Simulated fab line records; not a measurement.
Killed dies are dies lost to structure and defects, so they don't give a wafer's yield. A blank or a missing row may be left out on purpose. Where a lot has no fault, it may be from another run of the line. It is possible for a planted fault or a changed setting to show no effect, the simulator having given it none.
Comparing a struck lot with a sound one || flow nandHarc || 15 steps out of a route of 1302
Sound: the wafers L592.1, L592.2, L592.6. Struck: wafer L606.1 (left out: L606.3, L606.5 of the same lot, which were not struck); the cause appears at the end.
Order at every step that has rows: each side's tool, ch and its chambers, its first start. Under that, the readings that differ: sound wafers || struck wafers || difference of the means || sigmas: that difference in standard deviations of wafers without a fault.
alike: readings whose means differ by less than 2 such deviations, and words and numbers that are the same on both sides. not compared: withheld readings, readings that some wafer has no value for, bounds like >300 that may hide the same value, and numbers for which the record gives no deviation and whose values overlap.
A row with sigmas, a row that says differs or no value, or rows on one side alone: a step with any of these is where the two part. Numbers that don't overlap but have no deviation are shown without sigmas and don't part them. Lack of a reading on every wafer of one side parts them only where that side has two or more wafers.

first, 7 steps without rows for these wafers: NHARC_P_STI_COAT_41 (time 65 s); NHARC_P_STI_COAT_03 (resist thk 600 nm); NHARC_P_STI_SOFTBAKE_04 (time 70 s); NHARC_P_STI_EBR_05; NHARC_P_STI_EXPOSE_06 (exposes mask P STI, target cd 200 nm); NHARC_P_STI_PEB_07 (peb time 80 s); NHARC_P_STI_DEVELOP_08 (time 50 s).
NHARC_P_STI_CD_MEAS_09 targets a cd of 200 nm.
  sound on cdSem-02 ch 0, day 4 21:10; struck on cdSem-02 ch 0, day 10 23:21
  alike: cdNm
NHARC_P_STI_OVL_MEAS_10:
  sound: overlay-01 at day 4 21:16; struck: overlay-02 at day 10 23:26
{"reading": "overlayXNm (nm)", "sound": "8 8 8", "struck": -5, "difference": -13, "sigmas": -3}
  alike: overlayYNm
NHARC_P_STI_INSPECT_11:
  sound: defectInspect-02 at day 4 21:18; struck: defectInspect-02 at day 10 23:29
  alike: rawDefectCount
then, 1 step without rows for these wafers: NHARC_P_STI_HARDBAKE_13 (time 65 s).
NHARC_P_STI_DESCUM_14: chemistry O2, time 3 s.
  sound on rieDiel-03 ch 0,1,3, day 4 21:27; struck on rieDiel-03 ch 3, day 10 23:37
  alike: chamberPressureMTorr, drypumpMotorCurrentA, oesProductAu, rfVppV, showerheadPlenumPTorr, throttleValvePct
  not compared: rfHoursCounterH
NHARC_P_STI_ETCH_42: etches the open film in N2/H2, target depth 80 nm, overetch 24 nm, time 61 s.
  sound on rieDiel-03 ch 0,2,3, day 4 21:31; struck on rieDiel-03 ch 0, day 10 23:41
{"reading": "runLengthS (s)", "sound": "82.7 82.6 81.8", "struck": 69.1, "difference": -13.3, "sigmas": -30}
  alike: chamberPressureMTorr, drypumpMotorCurrentA, oesProductAu, rfVppV, showerheadPlenumPTorr, throttleValvePct
  not compared: rfFwdPowerW, rfHoursCounterH
NHARC_P_STI_ETCH_31: etches the open film in CF4/CHF3, target depth 108.9 nm, time 54.5 s.
  sound: rieDiel-03 ch 2,3; struck: rieDiel-03 ch 1
{"reading": "drypumpMotorCurrentA (A)", "sound": "4.9 5.7 5.0", "struck": 6.3, "difference": "+1.1", "sigmas": "+2"}
{"reading": "runLengthS (s)", "sound": "75.7 75.4 76.0", "struck": 76.7, "difference": "+1.0", "sigmas": "+2"}
  alike: chamberPressureMTorr, oesProductAu, rfFwdPowerW, rfVppV, showerheadPlenumPTorr, throttleValvePct
  not compared: rfHoursCounterH
next, for these wafers, 1 step has no rows: NHARC_END_SORT_01.

WHERE THEY PART
Last at NHARC_P_STI_ETCH_31 as far as this record goes, first at NHARC_P_STI_OVL_MEAS_10.

WHY: the cause the simulator had injected
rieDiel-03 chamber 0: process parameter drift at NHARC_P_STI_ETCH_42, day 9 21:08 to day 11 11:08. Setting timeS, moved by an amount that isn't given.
